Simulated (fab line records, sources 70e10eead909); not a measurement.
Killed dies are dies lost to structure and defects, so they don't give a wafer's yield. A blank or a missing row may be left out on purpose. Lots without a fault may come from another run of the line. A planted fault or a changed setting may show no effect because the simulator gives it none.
Tool commonality check | flow nand_harc | 9 lots, 27 wafers sampled

WHY IT WAS OPENED
At NHARC_A_CHANNEL_HOLE_D1_CD_MEAS_30 the reading cd_nm is flagged on 2 of 9 lots. Wafers without a fault read 89.7 nm, standard deviation 1.
Rule: a lot is flagged when every wafer of it that has a number lies more than 4 standard deviations from that mean, or none has a number. The other lots count as sound.

lot  | measured     | on        | cd_nm (nm), wafer by wafer | flag
L303 | day 9 13:18  | cd_sem-03 | 89.8 90.1 89.9             |
L309 | day 11 03:06 | cd_sem-01 | 0.4 0.2 0.5                | FLAGGED
L308 | day 11 08:27 | cd_sem-03 | 0.4 0.3 0.0                | FLAGGED
L316 | day 14 16:35 | cd_sem-02 | 88.3 89.3 88.6             |
L319 | day 15 12:55 | cd_sem-01 | 90.5 90.3 91.6             |
L322 | day 16 16:30 | cd_sem-01 | 90.5 91.7 89.2             |
L324 | day 17 14:28 | cd_sem-03 | 89.5 89.0 89.7             |
L325 | day 17 18:40 | cd_sem-03 | 89.5 88.6 89.0             |
L326 | day 18 13:27 | cd_sem-03 | 90.2 89.6 89.1             |
The numbers of the flagged lots are 0.3 nm on average: -89.4 nm against the usual, or -89 standard deviations.

WHICH TOOL RAN EACH LOT
The record holds 4 process steps before the reading, out of a route of 1302 steps. In each cell: the tool, then ch and the chambers that the sampled wafers went through, then the start.
lot  | flag    | NHARC_A_CHANNEL_HOLE_D1_ETCH_38    | NHARC_A_CHANNEL_HOLE_D1_ETCH_23  | NHARC_A_CHANNEL_HOLE_D1_ETCH_26  | NHARC_A_CHANNEL_HOLE_D1_ETCH_33
L303 |         | rie_diel-01 ch 0,2, day 9 06:38    | har_etch-01 ch 0,1, day 9 09:17  | har_etch-01 ch 0,1, day 9 11:33  | har_etch-01 ch 0,1, day 9 11:44
L309 | FLAGGED | rie_diel-01 ch 2,3, day 10 19:29   | har_etch-01 ch 0,1, day 10 23:13 | har_etch-01 ch 0,1, day 11 01:25 | har_etch-01 ch 0,1, day 11 01:36
L308 | FLAGGED | rie_diel-07 ch 1,2,3, day 10 19:44 | har_etch-02 ch 1, day 11 01:39   | har_etch-02 ch 1, day 11 06:19   | har_etch-02 ch 1, day 11 06:43
L316 |         | rie_diel-07 ch 0,3, day 14 09:49   | har_etch-01 ch 0,1, day 14 12:36 | har_etch-01 ch 0,1, day 14 14:52 | har_etch-01 ch 0,1, day 14 15:04
L319 |         | rie_diel-01 ch 1,2,3, day 15 05:42 | har_etch-01 ch 0,1, day 15 08:50 | har_etch-01 ch 0,1, day 15 11:11 | har_etch-01 ch 0,1, day 15 11:23
L322 |         | rie_diel-01 ch 0,1,2, day 16 09:53 | har_etch-01 ch 0,1, day 16 12:25 | har_etch-01 ch 0,1, day 16 14:46 | har_etch-01 ch 0,1, day 16 14:58
L324 |         | rie_diel-07 ch 2,3, day 16 21:45   | har_etch-01 ch 0,1, day 17 10:29 | har_etch-01 ch 0,1, day 17 12:46 | har_etch-01 ch 0,1, day 17 12:58
L325 |         | rie_diel-01 ch 2,3, day 17 06:55   | har_etch-01 ch 0,1, day 17 14:40 | har_etch-01 ch 0,1, day 17 16:55 | har_etch-01 ch 0,1, day 17 17:06
L326 |         | rie_diel-07 ch 2,3, day 18 06:25   | har_etch-02 ch 0, day 18 09:28   | har_etch-02 ch 0, day 18 11:44   | har_etch-02 ch 0, day 18 11:56
What these steps do:
- NHARC_A_CHANNEL_HOLE_D1_ETCH_38: etches the open film in CF4, target depth 39 nm, time 65 s.
- NHARC_A_CHANNEL_HOLE_D1_ETCH_23: etches the open film in C4F8/O2/Ar, time 819 s, target depth 1600 nm.
- NHARC_A_CHANNEL_HOLE_D1_ETCH_26: etches the open film in C4F8/O2/Ar, time 224.1 s, target depth 300 nm.
- NHARC_A_CHANNEL_HOLE_D1_ETCH_33: etches the open film in C4F8/O2/Ar, time 90 s, target depth 400 nm.
- NHARC_A_CHANNEL_HOLE_D1_CD_MEAS_30

FLAGGED OVER TOTAL, TOOL BY TOOL (the gauges that took the reading come last)
step                               | tool        | lots run | flagged | share of the flagged lots | sound lots run after its first flagged lot
NHARC_A_CHANNEL_HOLE_D1_ETCH_38    | rie_diel-01 | 5        | 1       | some                      | 3 (L319,L322,L325)
NHARC_A_CHANNEL_HOLE_D1_ETCH_38    | rie_diel-07 | 4        | 1       | some                      | 3 (L316,L324,L326)
NHARC_A_CHANNEL_HOLE_D1_ETCH_23    | har_etch-01 | 7        | 1       | some                      | 5 (L316,L319,L322,L324,L325)
NHARC_A_CHANNEL_HOLE_D1_ETCH_23    | har_etch-02 | 2        | 1       | some                      | 1 (L326)
NHARC_A_CHANNEL_HOLE_D1_ETCH_26    | har_etch-01 | 7        | 1       | some                      | 5 (L316,L319,L322,L324,L325)
NHARC_A_CHANNEL_HOLE_D1_ETCH_26    | har_etch-02 | 2        | 1       | some                      | 1 (L326)
NHARC_A_CHANNEL_HOLE_D1_ETCH_33    | har_etch-01 | 7        | 1       | some                      | 5 (L316,L319,L322,L324,L325)
NHARC_A_CHANNEL_HOLE_D1_ETCH_33    | har_etch-02 | 2        | 1       | some                      | 1 (L326)
NHARC_A_CHANNEL_HOLE_D1_CD_MEAS_30 | cd_sem-01   | 3        | 1       | some                      | 2 (L319,L322)
NHARC_A_CHANNEL_HOLE_D1_CD_MEAS_30 | cd_sem-02   | 1        | 0       | none                      | -
NHARC_A_CHANNEL_HOLE_D1_CD_MEAS_30 | cd_sem-03   | 5        | 1       | some                      | 3 (L324,L325,L326)

WHAT THE TABLE ALLOWS
No row of the table ran every flagged lot.

WHAT THE SIMULATOR HAD PUT IN
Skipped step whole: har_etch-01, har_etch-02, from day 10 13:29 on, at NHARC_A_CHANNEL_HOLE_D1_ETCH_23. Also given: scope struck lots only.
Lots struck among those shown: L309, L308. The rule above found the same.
